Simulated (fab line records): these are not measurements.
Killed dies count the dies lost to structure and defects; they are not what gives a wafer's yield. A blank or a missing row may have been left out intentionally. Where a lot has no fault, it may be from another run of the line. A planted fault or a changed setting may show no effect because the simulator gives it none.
Struck lot and sound lot, side by side || flow nand-harc || 19 out of 1159 route steps
Sound: wafers L967.1, L967.3, L967.6. Struck: wafer L978.3. (L978.1, L978.6 of the same lot were not struck and are left out.) The cause comes at the end.
Per side, at each step with rows, come the tool, then ch with its chambers, and then its first start. Under that, the readings that differ: sound wafers || struck wafers || difference of the means || sigmas: that difference in standard deviations of wafers without a fault.
alike: words and numbers the same on both sides, and readings whose means are apart by under 2 such deviations; not compared: readings that were withheld, readings missing a value for some wafer, numbers with overlapping values and no deviation given by the record, and bounds like >300 which may hide the same value.
A row with sigmas, a row that says differs or no value, or rows on one side alone: a step with any of these is where the two part. When numbers do not overlap yet have no deviation, they are printed without sigmas and do not part them. A reading missing from all wafers of one side parts the sides only when that side holds two or more wafers.

first, 7 steps without rows for these wafers: NHARC_THIN_TSV_HMDS_26 (time 30 s); NHARC_THIN_TSV_COAT_27; NHARC_THIN_TSV_SOFTBAKE_28 (time 95 s); NHARC_THIN_TSV_EBR_29; NHARC_THIN_TSV_EXPOSE_30 (exposes mask PAD); NHARC_THIN_TSV_PEB_31 (peb time 85 s); NHARC_THIN_TSV_DEVELOP_32 (time 70 s).
NHARC_THIN_TSV_CD_MEAS_33 targets a cd of 5000 nm.
  sound on cd-sem-03 ch 0, day 19 22:46; struck on cd-sem-03 ch 0, day 21 19:40
  alike: cd-nm
then, 1 step without rows for these wafers: NHARC_THIN_TSV_HARDBAKE_34 (time 80 s).
NHARC_THIN_TSV_DESCUM_35: chemistry O2, time 3 s.
  sound on rie-diel-06 ch 0,1,3, day 19 22:56; struck on rie-diel-06 ch 0, day 21 19:50
  alike: drypump-motor-current-A, oes-product-au, rf-vpp-V, showerhead-plenum-p-Torr, throttle-valve-pct
  not compared: rf-hours-counter-h
NHARC_THIN_TSV_ETCH_59: etches the open film in Cl2/BCl3, target depth 880 nm, time 138.1 s.
  sound on rie-metal-01 ch 0,1, day 19 23:04; struck on rie-metal-02 ch 1, day 21 20:00
{"reading": "oes-product-au (a.u.)", "sound": "0.977 0.971 0.982", "struck": 1.007, "difference": "+0.030", "sigmas": "+2"}
  alike: drypump-motor-current-A, throttle-valve-pct
  not compared: rf-hours-counter-h
NHARC_THIN_TSV_ETCH_36: etches the open film in Cl2/BCl3, target depth 65 nm, time 18.571 s.
  sound on rie-metal-01 ch 0,1, day 19 23:19; struck on rie-metal-02 ch 0, day 21 20:13
  alike: drypump-motor-current-A, oes-product-au
  not compared: rf-hours-counter-h
NHARC_THIN_TSV_STRIP_56: strips in O2.
  sound on plasma-asher-02 ch 0, day 19 23:52; struck on plasma-asher-01 ch 0, day 21 20:19
{"reading": "drypump-motor-current-A (A)", "sound": "5.7 5.7 5.7", "struck": 6.5, "difference": "+0.8", "sigmas": "+2"}
{"reading": "heater-power-w (W)", "sound": "264 274 264", "struck": 375, "difference": "+108", "sigmas": "+3"}
  not compared: rf-hours-counter-h
then, 1 step without rows for these wafers: NHARC_THIN_TSV_STRIP_57 (strips in post etch residue remover, time 1200 s).
NHARC_THIN_TSV_CD_MEAS_37:
  sound: cd-sem-02 at day 20 00:37; struck: cd-sem-03 at day 21 21:07
  alike: cd-nm
then, 1 step without rows for these wafers: NHARC_THIN_TSV_ANNEAL_58 (time 1800 s).
NHARC_THIN_TSV_INSPECT_40:
  sound: defect-inspect-02 at day 20 05:04; struck: defect-inspect-02 at day 21 23:20
{"reading": "raw-defect-count", "sound": "491 405 381", "struck": 1572, "difference": "+1146", "sigmas": "+15"}
NHARC_END_WLT_00:
  sound: prober-02 at day 20 09:02; struck: prober-02 at day 22 07:59
{"reading": "VT_DECK1_MIDDLE", "sound": "0.878 0.885 0.891", "struck": 0.906, "difference": "+0.021", "sigmas": "+3"}
{"reading": "VT_DECK1_TOP", "sound": "0.899 0.899 0.893", "struck": 0.913, "difference": "+0.016", "sigmas": "+2"}
{"reading": "VT_DECK1_TOP_INNER", "sound": "0.894 0.901 0.891", "struck": 0.912, "difference": "+0.017", "sigmas": "+2"}
  alike: VT_DECK1_BOTTOM, VT_DECK1_BOTTOM_INNER, VT_DECK1_MEDIAN_NEAR_BOTTOM, VT_DECK1_MEDIAN_NEAR_BOTTOM_INNER, VT_DECK1_MIDDLE_INNER
NHARC_END_SORT_01:
  sound on prober-02 ch 0, day 20 11:59; struck on prober-02 ch 0, day 22 12:34
{"reading": "defect-limited-yield (%)", "sound": "97.0 97.3 98.1", "struck": 85.7, "difference": -11.8, "sigmas": -8}
{"reading": "killed-at-other", "sound": "0 0 1", "struck": 84, "difference": "+84", "sigmas": "+92"}
{"reading": "killed-dies", "sound": "20 18 13", "struck": 97, "difference": "+80", "sigmas": "+8"}
{"reading": "killed-open", "sound": "1 7 1", "struck": 7, "difference": "+4", "sigmas": "+2"}
{"reading": "sort_bin_2_pct (%)", "sound": "0.6 1.0 0.7", "struck": 5.9, "difference": "+5.1", "sigmas": "+8"}
{"reading": "sort_bin_3_pct (%)", "sound": "0.44 0 0", "struck": 5.32, "difference": "+5.17", "sigmas": "+27"}
{"reading": "sort-n-pass", "sound": "657 659 664", "struck": 580, "difference": -80, "sigmas": -8}
{"reading": "sort-rim-yield-pct (%)", "sound": "96 96 99", "struck": 85, "difference": -12, "sigmas": -4}
{"reading": "sort-yield-pct (%)", "sound": "97.0 97.3 98.1", "struck": 85.7, "difference": -11.8, "sigmas": -8}
  alike: killed-at-array, killed-at-periphery, killed-short, sort_bin_4_pct

== WHERE THEY PART ==
Earliest at NHARC_THIN_TSV_ETCH_59; latest, in this record, at NHARC_END_SORT_01.

WHY: the cause the simulator had injected
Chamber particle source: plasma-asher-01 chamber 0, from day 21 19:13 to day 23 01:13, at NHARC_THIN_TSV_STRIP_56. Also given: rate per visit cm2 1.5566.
